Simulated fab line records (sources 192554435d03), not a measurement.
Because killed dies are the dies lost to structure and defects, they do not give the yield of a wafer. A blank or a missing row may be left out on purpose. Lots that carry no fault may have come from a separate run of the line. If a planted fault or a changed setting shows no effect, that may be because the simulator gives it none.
fab line records || flow n5_finfet
record {"lots": 4, "wafers": 12, "last_day": 17}
route steps=1938 shown BEOL_M13@1681 BEOL_M14@1716 PASSIVATION@1936
lots with no fault: from the same line, run without faults
start_h: hours from the record's first day to the start of the lot's first wafer shown || wait_h: time in hours since the lot's previous step || " repeats the value in the row above || L1.1+2: one row covering several wafers at once || - no value, or no start was given || * or withheld: withheld || < > ~ a bound
route shown NAME@n: NAME is a module with steps in the file, n the number in the route of the first one || usual: mean/standard deviation taken from wafers without a fault || same: alike in all rows || chamber/n: place in a boat || sites: the reading at each site || _std_site: standard deviation of those values || _edge_site: outer sites' mean less inner sites' || radius_mm: how far each site lies from the wafer's centre || mask NAME#n: copy n || behind: the last tool/chamber to shape the wafer || hold: what put the lot on hold/how long, in hours/how the hold closed || device: the n, p or np transistor that did not switch || end of line: at the end of the route, the tests of the same wafers || a step without rows: its recipe alone || killed: dies lost to structure and defects at the first sort, not the wafer's yield || map: the dies of a wafer, with x for killed, . for not killed, _ for no die there
set.NAME: setting as actually run; set.NAME@STEP: the setting as run at that earlier step || model.NAME: the simulator's own value behind a step, which no gauge read
lots at some steps of the route; a table a step, a row a wafer
services: a tool's chamber out of use, with start hour (start_h, from the record's first day; less than 0 if before it), hours out, and reason
## steps
# step N5_BEOL_M13_COAT_66
# recipe {"resist": "SiARC", "temp_c": 220, "time_s": 60, "spin_rpm": 1500, "resist_thk_nm": 110}
# step N5_BEOL_M13_COAT_22
# recipe {"spin_rpm": 2888, "resist_thk_nm": 300}
# step N5_BEOL_M13_EBR_24
# recipe {"solvent": "PGMEA", "ebr_width_mm": 1.5}
# step N5_BEOL_M13_SOFTBAKE_23
# recipe {"temp_c": 130, "time_s": 60}
# step N5_BEOL_M13_EXPOSE_25
# recipe {"mask_id": "M13", "na": 0.93, "source_shape": "conventional", "sigma_outer": 0.4, "polarization": "unpolarized", "target_cd_nm": 210, "dose_mj": 22}
# step N5_BEOL_M13_PEB_26
# recipe {"peb_temp_c": 130, "peb_time_s": 90}
# step N5_BEOL_M13_DEVELOP_27
# recipe {"develop_time_s": 45, "rinse_liquid": "diw", "dry": "air_spin", "dev_temp_c": 21}
# step N5_BEOL_M13_HARDBAKE_32
# recipe {"temp_c": 130, "time_s": 120}
# step N5_BEOL_M13_DESCUM_33
# recipe {"chemistry": "O2", "time_s": 7.9, "source_power_w": 50, "bias_power_w": 20, "pressure_mtorr": 20, "rf_frequency_hz": 2.712e+07, "temp_c": 40, "o2_flow_sccm": 225}
# step N5_BEOL_M13_ETCH_67
# recipe {"chemistry": "CF4", "target": "SiARC", "target_depth_a": 1430, "time_s": 238.3, "ion_energy_ev": 80, "pressure_mtorr": 40, "source_w": 545, "bias_w": 36, "Ar_flow_sccm": 100, "cf4_flow_sccm": 100, "ends": "cleared"}
# usual {"chamber_pressure_mTorr": "40.00/0.036", "drypump_motor_current_A": "5.81/0.28", "etch_rf_on_time_s": "238/4.6", "oes_product_au": "0.70/0.079", "rf_vpp_V": "184.1/1.1", "showerhead_plenum_p_Torr": "2.14/0.066", "throttle_valve_pct": "15.62/0.28"}
{"lot.wafer": "L767.1", "tool": "rie_diel-02", "chamber": 0, "start_h": 314.35, "wait_h": 0.0, "chamber_pressure_mTorr": 40.02, "drypump_motor_current_A": 6.10, "etch_rf_on_time_s": 246, "oes_product_au": 0.62, "rf_hours_counter_h": 208, "rf_vpp_V": 184.4, "showerhead_plenum_p_Torr": 2.13, "throttle_valve_pct": 15.95}
{"lot.wafer": "L767.2", "tool": "rie_diel-02", "chamber": 2, "start_h": 314.35, "wait_h": 0.0, "chamber_pressure_mTorr": 40.01, "drypump_motor_current_A": 5.33, "etch_rf_on_time_s": 242, "oes_product_au": 0.62, "rf_hours_counter_h": 192, "rf_vpp_V": 183.0, "showerhead_plenum_p_Torr": 2.05, "throttle_valve_pct": 15.55}
{"lot.wafer": "L767.5", "tool": "rie_diel-02", "chamber": 3, "start_h": 314.35, "wait_h": 0.0, "chamber_pressure_mTorr": 40.06, "drypump_motor_current_A": 5.59, "etch_rf_on_time_s": 239, "oes_product_au": 0.78, "rf_hours_counter_h": "-", "rf_vpp_V": 185.3, "showerhead_plenum_p_Torr": 2.18, "throttle_valve_pct": 15.43}
{"lot.wafer": "L777.1", "tool": "rie_diel-02", "chamber": 1, "start_h": 359.57, "wait_h": 0.0, "chamber_pressure_mTorr": 39.99, "drypump_motor_current_A": 5.91, "etch_rf_on_time_s": 231, "oes_product_au": 0.81, "rf_hours_counter_h": 11, "rf_vpp_V": 184.6, "showerhead_plenum_p_Torr": 2.10, "throttle_valve_pct": 15.54}
{"lot.wafer": "L777.4", "tool": "rie_diel-02", "chamber": 2, "start_h": 359.57, "wait_h": 0.0, "chamber_pressure_mTorr": 39.99, "drypump_motor_current_A": 5.31, "etch_rf_on_time_s": 237, "oes_product_au": 0.62, "rf_hours_counter_h": 207, "rf_vpp_V": 184.2, "showerhead_plenum_p_Torr": 2.04, "throttle_valve_pct": 15.56}
{"lot.wafer": "L777.6", "tool": "rie_diel-02", "chamber": 2, "start_h": 359.57, "wait_h": 0.0, "chamber_pressure_mTorr": 40.02, "drypump_motor_current_A": 5.31, "etch_rf_on_time_s": 239, "oes_product_au": 0.62, "rf_hours_counter_h": "-", "rf_vpp_V": 182.1, "showerhead_plenum_p_Torr": 2.04, "throttle_valve_pct": 15.57}
{"lot.wafer": "L775.3", "tool": "rie_diel-02", "chamber": 3, "start_h": 361.22, "wait_h": 0.0, "chamber_pressure_mTorr": 39.95, "drypump_motor_current_A": 5.58, "etch_rf_on_time_s": 238, "oes_product_au": 0.76, "rf_hours_counter_h": 38, "rf_vpp_V": 184.7, "showerhead_plenum_p_Torr": 2.18, "throttle_valve_pct": 15.46}
{"lot.wafer": "L775.4", "tool": "rie_diel-02", "chamber": 2, "start_h": 361.22, "wait_h": 0.0, "chamber_pressure_mTorr": 39.98, "drypump_motor_current_A": 5.31, "etch_rf_on_time_s": 241, "oes_product_au": 0.61, "rf_hours_counter_h": 208, "rf_vpp_V": 182.1, "showerhead_plenum_p_Torr": 2.04, "throttle_valve_pct": 15.55}
{"lot.wafer": "L775.5", "tool": "rie_diel-02", "chamber": 2, "start_h": 361.22, "wait_h": 0.0, "chamber_pressure_mTorr": 39.99, "drypump_motor_current_A": 5.33, "etch_rf_on_time_s": 243, "oes_product_au": 0.61, "rf_hours_counter_h": "-", "rf_vpp_V": 183.2, "showerhead_plenum_p_Torr": 2.04, "throttle_valve_pct": 15.58}
{"lot.wafer": "L776.3", "tool": "rie_diel-06", "chamber": 1, "start_h": 364.72, "wait_h": 0.0, "chamber_pressure_mTorr": 40.04, "drypump_motor_current_A": 5.95, "etch_rf_on_time_s": 232, "oes_product_au": 0.75, "rf_hours_counter_h": 44, "rf_vpp_V": 184.7, "showerhead_plenum_p_Torr": 2.18, "throttle_valve_pct": 15.33}
{"lot.wafer": "L776.4", "tool": "rie_diel-06", "chamber": 3, "start_h": 364.72, "wait_h": 0.0, "chamber_pressure_mTorr": 39.96, "drypump_motor_current_A": 6.14, "etch_rf_on_time_s": 242, "oes_product_au": 0.64, "rf_hours_counter_h": "-", "rf_vpp_V": 184.2, "showerhead_plenum_p_Torr": 2.06, "throttle_valve_pct": 15.84}
{"lot.wafer": "L776.5", "tool": "rie_diel-06", "chamber": 1, "start_h": 364.72, "wait_h": 0.0, "chamber_pressure_mTorr": 40.09, "drypump_motor_current_A": 5.95, "etch_rf_on_time_s": 230, "oes_product_au": 0.75, "rf_hours_counter_h": "-", "rf_vpp_V": 184.3, "showerhead_plenum_p_Torr": 2.18, "throttle_valve_pct": 15.32}
# step N5_BEOL_M13_ETCH_68
# recipe {"chemistry": "N2/H2", "target": "SOC", "mask_material": "SiARC", "source_w": 3000, "bias_w": 350, "temp_c": 40, "time_s": 355, "ion_energy_ev": 200, "pressure_mtorr": 30, "n2_flow_sccm": 200, "h2_flow_sccm": 200}
# step N5_BEOL_M13_STRIP_69
# recipe {"chemistry": "N2/H2", "temp_c": 40, "n2_flow_sccm": 200, "h2_flow_sccm": 200, "rf_frequency_hz": 6e+07}
# step N5_BEOL_M13_TRENCH_ETCH_34
# recipe {"chemistry": "C4F8/O2/Ar", "target": "SiOC", "target_depth_a": 4134.7, "mask_material": "SOC", "pressure_mtorr": 30, "source_w": 3000, "bias_w": 700, "Ar_flow_sccm": 400, "C4F8_flow_sccm": 15, "O2_flow_sccm": 8, "he_inner_torr": 15, "he_outer_torr": 30, "time_s": 162.6, "ion_energy_ev": 250}
# step N5_BEOL_M13_STRIP_70
# recipe {"chemistry": "C4F8/O2/Ar", "resist": "SiARC", "rf_frequency_hz": 6e+07}
# step N5_BEOL_M13_STRIP_37
# recipe {"chemistry": "N2/H2", "power_w": 1000, "temp_c": 250, "h2_frac": 0.65, "overash_fraction": 0.3, "pressure_mtorr": "withheld", "n2_flow_sccm": 1750, "h2_flow_sccm": 3250}
# step N5_BEOL_M13_ETCH_38
# recipe {"chemistry": "CF4/N2", "target": "SiCN", "target_depth_a": 675, "taper_deg": 2, "time_s": 71.9, "ion_energy_ev": 150, "mask_material": "SiO2", "pressure_mtorr": 40, "source_w": 430, "bias_w": 70, "Ar_flow_sccm": 100, "cf4_flow_sccm": 60, "n2_flow_sccm": 60}
# step N5_BEOL_M13_PRECLEAN_39
# recipe {"chemistry": "residue_remover", "time_s": 60, "temp_c": 40}
# step N5_BEOL_M13_SRD_40
# recipe {"time_s": 30, "temp_c": 23, "rinse_liquid": "diw", "dry": "n2_spin", "spin_rpm": 1500, "dry_time_s": 30}
# step N5_BEOL_M13_DEGAS_41
# recipe {"ambient": "vacuum", "temp_c": 250, "time_s": 60}
# step N5_BEOL_M13_PRE_CLEAN_42
# recipe {"gas": "H2/He", "time_s": 30, "temp_c": 250}
# step N5_BEOL_M13_SPUTTER_43
# recipe {"material": "TaN", "target_thk_a": 150, "temp_c": 50, "bias_v": 168.6, "power_w": 15000, "chamber_pressure_pa": 0.12, "time_s": 24.19}
# step N5_BEOL_M13_SPUTTER_44
# recipe {"material": "Ta", "target_thk_a": 100, "temp_c": 50, "bias_v": 80, "power_w": 15000, "chamber_pressure_pa": 0.07, "time_s": 16.13}
# step N5_BEOL_M13_SPUTTER_45
# recipe {"material": "Cu", "target_thk_a": 800, "temp_c": -20, "bias_v": 60, "power_w": 26000, "chamber_pressure_pa": 0.13, "time_s": 13.33}
# step N5_BEOL_M13_ECD_47
# recipe {"material": "Cu", "target_thk_a": 9360}
# step N5_BEOL_M13_ANNEAL_48
# recipe {"temp_c": 225, "time_s": 90, "ambient": "N2"}
# step N5_BEOL_M13_CMP_49
# recipe {"stop_on": "SiOC", "t_overpolish_s": 17.1, "down_force_psi": 1, "platen_rpm": 50, "clearing_platen_down_force_psi": 1.5, "clearing_platen_rpm": 50, "post_cmp_clean": "cu_alkaline", "target_thk_nm": 420, "clearing_platen_pad_velocity_m_s": 0.99484, "pad_velocity_m_s": 0.99484}
# step N5_BEOL_M13_PRE_CLEAN_52
# recipe {"gas": "NH3", "time_s": 15, "temp_c": "withheld", "rf_power_w": 300}
# step N5_BEOL_M13_DEP_53
# recipe {"material": "SiCN", "target_thk_a": 500, "temp_c": "withheld", "precursor": "3MS/NH3", "pressure_torr": 3, "rf_w": 675, "time_s": 17.8}
# step N5_BEOL_M14_ILD_DEP_00
# recipe {"material": "SiO2", "target_thk_a": 11193, "temp_c": 400, "precursor": "TEOS/O2", "pressure_torr": 6.5, "rf_w": 900, "teos_flow_sccm": 161.4, "gas": "O2", "flow_sccm": 2650, "time_s": 237.4}
# step N5_BEOL_M14_COAT_58
# recipe {"resist": "BARC", "temp_c": 205, "time_s": 60, "spin_rpm": 1500, "resist_thk_nm": 89}
# step N5_BEOL_M14_COAT_04
# recipe {"spin_rpm": 1704, "resist_thk_nm": 800}
# step N5_BEOL_M14_EBR_06
# recipe {"solvent": "PGMEA", "ebr_width_mm": 1.5}
# step N5_BEOL_M14_SOFTBAKE_05
# recipe {"temp_c": 130, "time_s": 60}
# step N5_BEOL_M14_EXPOSE_07
# recipe {"mask_id": "V13", "na": 0.8, "source_shape": "annular", "sigma_inner": 0.5, "sigma_outer": 0.8, "polarization": "unpolarized", "attpsm_phase_deg": 180, "dose_mj": 57}
# step N5_PASSIVATION_PROBE_49
# usual {"defect_limited_yield": "91.0/1.5", "killed_at_M0_to_M3": "36/12", "killed_at_M4_up": "14/5.5", "killed_at_contacts": "11/4.8", "killed_at_front_end": "42/12", "killed_at_other": "3.7/2.7", "killed_dies": "106/18", "killed_on_rim": "13/4.5", "killed_open": "70/13", "killed_short": "35/8.2", "sort_bin_5_function": "5.3/1", "sort_bin_6_memory": "3.3/0.69", "sort_n_pass": "1074/18", "sort_yield_pct": "91.0/1.5"}
# same {"gross_dies": 1180, "killed_at_back_side": 0, "sort_bin_4_leakage[%]": 0, "sort_bin_8_speed[%]": 0}
{"lot.wafer": "L767.1", "tool": "prober-02", "chamber": "-", "start_h": 348.11, "wait_h": 0.4, "defect_limited_yield[%]": 92.3, "killed_at_M0_to_M3": 20, "killed_at_M4_up": 10, "killed_at_contacts": 15, "killed_at_front_end": 38, "killed_at_other": 8, "killed_dies": 91, "killed_on_rim": 11, "killed_open": 58, "killed_short": 33, "sort_bin_5_function[%]": 4.7, "sort_bin_6_memory[%]": 3.1, "sort_n_pass": 1089, "sort_yield_pct[%]": 92.3}
{"lot.wafer": "L767.2", "tool": "prober-02", "chamber": "-", "start_h": 348.16, "wait_h": 0.5, "defect_limited_yield[%]": 92.4, "killed_at_M0_to_M3": 21, "killed_at_M4_up": 23, "killed_at_contacts": 5, "killed_at_front_end": 36, "killed_at_other": 5, "killed_dies": 90, "killed_on_rim": 12, "killed_open": 69, "killed_short": 21, "sort_bin_5_function[%]": 4.5, "sort_bin_6_memory[%]": 3.1, "sort_n_pass": 1090, "sort_yield_pct[%]": 92.4}
{"lot.wafer": "L767.5", "tool": "prober-02", "chamber": "-", "start_h": 348.31, "wait_h": 0.6, "defect_limited_yield[%]": 93.4, "killed_at_M0_to_M3": 25, "killed_at_M4_up": 16, "killed_at_contacts": 4, "killed_at_front_end": 31, "killed_at_other": 2, "killed_dies": 78, "killed_on_rim": 12, "killed_open": 52, "killed_short": 25, "sort_bin_5_function[%]": 4.7, "sort_bin_6_memory[%]": 1.8, "sort_n_pass": 1102, "sort_yield_pct[%]": 93.4}
{"lot.wafer": "L777.1", "tool": "prober-01", "chamber": "-", "start_h": 389.11, "wait_h": 0.0, "defect_limited_yield[%]": 84.7, "killed_at_M0_to_M3": 32, "killed_at_M4_up": 96, "killed_at_contacts": 9, "killed_at_front_end": 43, "killed_at_other": 0, "killed_dies": 180, "killed_on_rim": 30, "killed_open": 61, "killed_short": 28, "sort_bin_5_function[%]": 8.9, "sort_bin_6_memory[%]": 3.6, "sort_n_pass": 1000, "sort_yield_pct[%]": 84.7}
{"lot.wafer": "L777.4", "tool": "prober-01", "chamber": "-", "start_h": 389.26, "wait_h": 0.2, "defect_limited_yield[%]": 86.2, "killed_at_M0_to_M3": 35, "killed_at_M4_up": 86, "killed_at_contacts": 15, "killed_at_front_end": 25, "killed_at_other": 2, "killed_dies": 163, "killed_on_rim": 26, "killed_open": 63, "killed_short": 25, "sort_bin_5_function[%]": 8.1, "sort_bin_6_memory[%]": 3.5, "sort_n_pass": 1017, "sort_yield_pct[%]": 86.2}
{"lot.wafer": "L777.6", "tool": "prober-01", "chamber": "-", "start_h": 389.36, "wait_h": 0.3, "defect_limited_yield[%]": 85.1, "killed_at_M0_to_M3": 42, "killed_at_M4_up": 90, "killed_at_contacts": 16, "killed_at_front_end": 26, "killed_at_other": 2, "killed_dies": 176, "killed_on_rim": 26, "killed_open": 59, "killed_short": 37, "sort_bin_5_function[%]": 8.2, "sort_bin_6_memory[%]": 4.2, "sort_n_pass": 1004, "sort_yield_pct[%]": 85.1}
{"lot.wafer": "L775.3", "tool": "prober-01", "chamber": "-", "start_h": 399.74, "wait_h": 0.1, "defect_limited_yield[%]": 78.8, "killed_at_M0_to_M3": 35, "killed_at_M4_up": 161, "killed_at_contacts": 10, "killed_at_front_end": 41, "killed_at_other": 3, "killed_dies": 250, "killed_on_rim": 13, "killed_open": 66, "killed_short": 35, "sort_bin_5_function[%]": 12.8, "sort_bin_6_memory[%]": 4.7, "sort_n_pass": 930, "sort_yield_pct[%]": 78.8}
{"lot.wafer": "L775.4", "tool": "prober-01", "chamber": "-", "start_h": 399.79, "wait_h": 0.2, "defect_limited_yield[%]": 84.4, "killed_at_M0_to_M3": 47, "killed_at_M4_up": 86, "killed_at_contacts": 16, "killed_at_front_end": 35, "killed_at_other": 0, "killed_dies": 184, "killed_on_rim": 29, "killed_open": 61, "killed_short": 43, "sort_bin_5_function[%]": 9.7, "sort_bin_6_memory[%]": 3.6, "sort_n_pass": 996, "sort_yield_pct[%]": 84.4}
{"lot.wafer": "L775.5", "tool": "prober-01", "chamber": "-", "start_h": 399.84, "wait_h": 0.2, "defect_limited_yield[%]": 81.0, "killed_at_M0_to_M3": 58, "killed_at_M4_up": 94, "killed_at_contacts": 12, "killed_at_front_end": 60, "killed_at_other": 0, "killed_dies": 224, "killed_on_rim": 34, "killed_open": 93, "killed_short": 49, "sort_bin_5_function[%]": 11.9, "sort_bin_6_memory[%]": 4.7, "sort_n_pass": 956, "sort_yield_pct[%]": 81.0}
# killed by level:class
L767.1 MOL_CONTACT_COAG:geometric_particle:open=13 STI_FIN_REVEAL:geometric_particle:open=8 GATE_CUT:geometric_particle:short=8 BEOL_M0_SAQP:geometric_particle:open=6 DUMMY_GATE:geometric_particle:open=4 BEOL_M0_SAQP:geometric_particle:short=4 BEOL_M1:geometric_particle:open=4 DUMMY_GATE:geometric_particle:short=3
L767.2 BEOL_M4:geometric_particle:open=17 STI_FIN_REVEAL:geometric_particle:open=13 FIN_SAQP:geometric_particle:open=8 BEOL_M0_SAQP:geometric_particle:open=7 BEOL_M1:geometric_particle:open=6 BEOL_M0_SAQP:geometric_particle:short=5 FIN_SAQP:geometric_particle:short=4 MOL_CONTACT_COAG:geometric_particle:open=4
L767.5 STI_FIN_REVEAL:geometric_particle:open=10 BEOL_M4:geometric_particle:open=8 BEOL_M0_SAQP:geometric_particle:short=7 FIN_SAQP:geometric_particle:open=6 BEOL_M1:geometric_particle:open=5 BEOL_M0_SAQP:geometric_particle:open=4 STARTING-WAFER:geometric_particle:short=4 MOL_CONTACT_COAG:geometric_particle:open=3
L777.1 BEOL_M13:unspecified=89 FIN_SAQP:geometric_particle:open=13 BEOL_M0_SAQP:geometric_particle:short=10 BEOL_M0_SAQP:geometric_particle:open=8 STI_FIN_REVEAL:geometric_particle:open=7 DUMMY_GATE:geometric_particle:open=7 MOL_CONTACT_COAG:geometric_particle:open=7 STARTING-WAFER:geometric_particle:short=7
L777.4 BEOL_M13:unspecified=73 MOL_CONTACT_COAG:geometric_particle:open=10 BEOL_M0_SAQP:geometric_particle:open=8 BEOL_M0_SAQP:geometric_particle:short=8 BEOL_M2:geometric_particle:open=8 FIN_SAQP:geometric_particle:open=7 BEOL_M4:geometric_particle:open=7 MOL_CONTACT_COAG:geometric_particle:short=5
L777.6 BEOL_M13:unspecified=80 BEOL_M0_SAQP:geometric_particle:open=14 BEOL_M0_SAQP:geometric_particle:short=13 MOL_CONTACT_COAG:geometric_particle:open=9 BEOL_M2:geometric_particle:open=8 MOL_CONTACT_COAG:geometric_particle:short=7 FIN_SAQP:geometric_particle:open=6 FIN_SAQP:geometric_particle:short=4
L775.3 BEOL_M13:unspecified=149 FIN_SAQP:geometric_particle:open=11 BEOL_M2:geometric_particle:open=11 FIN_SAQP:geometric_particle:short=8 MOL_CONTACT_COAG:geometric_particle:open=8 BEOL_M3:geometric_particle:open=5 BEOL_M4:geometric_particle:open=5 GATE_CUT:geometric_particle:open=4
L775.4 BEOL_M13:unspecified=80 MOL_CONTACT_COAG:geometric_particle:open=14 BEOL_M0_SAQP:geometric_particle:open=10 BEOL_M3:geometric_particle:open=9 FIN_SAQP:geometric_particle:open=6 BEOL_M0_SAQP:geometric_particle:short=6 BEOL_M1:geometric_particle:open=6 BEOL_M2:geometric_particle:open=6
L775.5 BEOL_M13:unspecified=82 FIN_SAQP:geometric_particle:open=15 STI_FIN_REVEAL:geometric_particle:open=15 BEOL_M2:geometric_particle:open=15 FIN_SAQP:geometric_particle:short=12 BEOL_M0_SAQP:geometric_particle:short=11 MOL_CONTACT_COAG:geometric_particle:open=9 BEOL_M0_SAQP:geometric_particle:open=7
# map L775.3 (x killed, . not)
_________________............________________
______________..x...x..x........_____________
___________........................__________
__________........x..............x.x_________
________..x..........x.x.............._______
_______....x.x...x....x................______
______................................x._____
_____.....................x............x.____
____.........................x............___
___x..........x.x......x......x....xx..x...__
___.....x..................................__
__............x.....x...x.......x..........._
__....x....x......xx.......x..x...x....x...._
_..........xx.x.xx.xx.x.............x........
_......x..xxxxxxxxxxxxx...x..x...........x...
_...x....xx.xxxxxxxxxxxxx....................
_........xxxxxxxxxxxx.x.xxx..xx..x..x......x.
_........xxxxxxxxxxxxxx.xx...........x......x
_.x..x.....xxxxxxxxxxxxxx....................
_....xx.x.xxxxxxxxxxxxxxx..xx.....x......x..x
_........xxx.xxxxxxxxxxxx.......x.....x...x..
__....x..xxxxxxxxxxxxxxxx.x.......x..x......_
__.........x..xxxxxxxxx.x..xx....x.........._
___.........x.xxx.x.xx...x.x...............__
___.......x..x..xxxx....x........x.........__
____..x..x...x............x.......x.......___
_____.............xx..x..................____
______....x..x..x......x.....x.........._____
_______.x......................x.......______
________.x..xx........................_______
__________...................x......_________
___________......x.................__________
______________................x._____________
_________________..xx........________________
# map L777.1 (x killed, . not)
_________________............________________
______________..x....x.x........_____________
___________x....................x..__________
__________.............x.........x.._________
________........x..x..........x......._______
_______......................x.........______
______.....x...........x...x............_____
_____.........x..x.......................____
____................x..........x..........___
___...x.......................x............__
___...............xx.......................__
__......................................x..._
__.............x.......x.........x........x._
_........x.....x.............x...............
_....x.........x....x...............x....x...
_...x.....x.............x...........x.......x
_x......x.xx...............x.........x.......
_........x......x..........x..........x......
_.........x..................................
_....x..........x...x...........x...xx...x...
_............................................
__..............x.............x...........x._
__..............x..x............x......x.x.._
___.......x.x.............x.....x..x..x....__
___......x..................x............x.__
____................x......x............x.___
_____............x.x....x..x..x..........____
______x.......x.x.x.x.x.x..x...........x_____
_______.........xxxxxxxxxxxxx....xx....______
________........xxxxxxxxxxxx..x......._______
__________....xxxxxxxxxxxxxxx......x_________
___________...x.xxxxxxxxxxxxxx.....__________
______________xxxxxxxxxxxxxxxxx._____________
_________________xxxxxxxxxxxx________________
## services
{"tool": "rie_diel-02", "chamber": 1, "start_h": 298.96, "hours": "-", "kind": "clean"}
{"tool": "rie_diel-02", "chamber": 1, "start_h": 298.96, "hours": "-", "kind": "consumable_replace:focus_ring"}
{"tool": "rie_diel-02", "chamber": 1, "start_h": 298.96, "hours": 24.0, "kind": "scheduled_down"}
{"tool": "rie_diel-02", "chamber": 1, "start_h": 298.96, "hours": 24.0, "kind": "vent_cycle"}
{"tool": "rie_diel-06", "chamber": 2, "start_h": 315.03, "hours": 5.0, "kind": "repair"}
{"tool": "rie_diel-06", "chamber": 2, "start_h": 364.29, "hours": 10.0, "kind": "repair"}
## key
first_sign {"step": "N5_PASSIVATION_PROBE_49", "reading": "killed_at_M4_up", "direction": "up", "sigmas": 16, "usual": 14, "struck": 102}
effect {"step": "N5_PASSIVATION_PROBE_49", "reading": "defect_limited_yield", "direction": "down", "sigmas": 5, "usual": 91.0, "struck": 83.4}
more_kills_born_at {"N5_BEOL_M13_ETCH_67@rie_diel-02": 553}
met_at N5_BEOL_M13_ETCH_67
struck_wafers L775.3,L775.4,L775.5,L777.1,L777.4,L777.6
onset_between 314.35 359.57
fault {"kind": "chamber_particle_source", "tool": "rie_diel-02", "chamber": "-", "onset_h": 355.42, "steps": "N5_BEOL_M13_ETCH_67", "rate_per_visit_cm2": 1.2895, "end_h": 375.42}
